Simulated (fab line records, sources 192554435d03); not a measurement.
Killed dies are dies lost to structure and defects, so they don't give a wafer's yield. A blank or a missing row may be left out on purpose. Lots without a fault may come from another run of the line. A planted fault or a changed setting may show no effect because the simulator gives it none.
Chamber matching | flow n5_finfet | N5_BEOL_M4_ETCH_74 on rie_diel-06: 4 sister chambers
The step etches underlayer in N2/H2, target depth 6.5 nm, time 5.2 s. 22 wafers are shown with their chamber, then 11 later ones without.

WAFERS WITH THEIR CHAMBER
wafer  | chamber | showerhead_plenum_p_Torr (Torr) | drypump_motor_current_A (A) | throttle_valve_pct (%)
L074.1 | 0       | 2.56                            | 5.7                         | 17.68
L074.3 | 2       | 2.68                            | 6.0                         | 17.63
L074.5 | 3       | 2.53                            | 5.8                         | 18.06
L075.2 | 1       | 2.49                            | 6.1                         | 17.73
L075.4 | 0       | 2.56                            | 5.7                         | 17.66
L075.6 | 1       | 2.49                            | 6.2                         | 17.73
L076.2 | 3       | 2.53                            | 5.8                         | 18.06
L076.4 | 1       | 2.49                            | 6.2                         | 17.75
L076.6 | 1       | 2.49                            | 6.2                         | 17.77
L077.1 | 0       | 2.56                            | 5.7                         | 17.70
L077.2 | 2       | 2.68                            | 6.1                         | 17.68
L077.6 | 1       | 2.49                            | 6.2                         | 17.74
L082.1 | 1       | 2.48                            | 6.1                         | 17.78
L082.3 | 3       | 2.52                            | 5.8                         | 18.10
L082.5 | 0       | 2.55                            | 5.7                         | 17.69
L085.1 | 2       | 2.67                            | 6.1                         | 17.72
L085.2 | 0       | 2.55                            | 5.7                         | 17.69
L085.6 | 2       | 2.67                            | 6.1                         | 17.71
L086.1 | 2       | 2.67                            | 6.1                         | 17.71
L086.3 | 3       | 2.52                            | 5.8                         | 18.11
L086.5 | 1       | 2.48                            | 6.2                         | 17.79
L087.1 | 3       | 2.52                            | 5.8                         | 18.10

SIGNATURES (means of the wafers above)
reading                  | chamber 0 | chamber 1 | chamber 2 | chamber 3 | scatter within a chamber
showerhead_plenum_p_Torr | 2.5560    | 2.4871    | 2.6740    | 2.5240    | 0.00529
drypump_motor_current_A  | 5.700     | 6.171     | 6.080     | 5.800     | 0.0352
throttle_valve_pct       | 17.6840   | 17.7557   | 17.6900   | 18.0860   | 0.026
Rule: a wafer's distance from a chamber is the root of the sum, over the readings, of the square of ((its reading less the chamber's mean) divided by the reading's scatter). The wafer belongs to the nearest chamber; if the next one is less than 2 further off, it can't be placed. The scatter: the root of (the sum of the squares of (reading less its chamber's mean) over the shown wafers, divided by (wafers less chambers)).

WAFERS WITHOUT THEIR CHAMBER
wafer  | showerhead_plenum_p_Torr (Torr) | drypump_motor_current_A (A) | throttle_valve_pct (%)
L087.2 | 2.55                            | 5.7                         | 17.73
L087.3 | 2.67                            | 6.1                         | 17.70
L092.1 | 2.66                            | 6.0                         | 17.73
L092.2 | 2.54                            | 5.7                         | 17.73
L092.3 | 2.52                            | 5.8                         | 18.15
L095.1 | 2.47                            | 6.2                         | 17.36
L095.3 | 2.54                            | 5.7                         | 17.76
L095.6 | 2.51                            | 5.8                         | 18.15
L097.1 | 2.51                            | 5.8                         | 18.14
L097.3 | 2.54                            | 5.7                         | 17.78
L097.6 | 2.54                            | 5.7                         | 17.77

WHICH CHAMBER EACH WENT THROUGH
wafer  | from the rows above | in truth
L087.2 | 0                   | 0
L087.3 | 2                   | 2
L092.1 | 2                   | 2
L092.2 | 0                   | 0
L092.3 | 3                   | 3
L095.1 | 1                   | 1
L095.3 | 0                   | 0
L095.6 | 3                   | 3
L097.1 | 3                   | 3
L097.3 | 0                   | 0
L097.6 | 0                   | 0
Placed correctly: 11 of 11. Can't be placed from these rows: 0. Placed wrongly: 0.
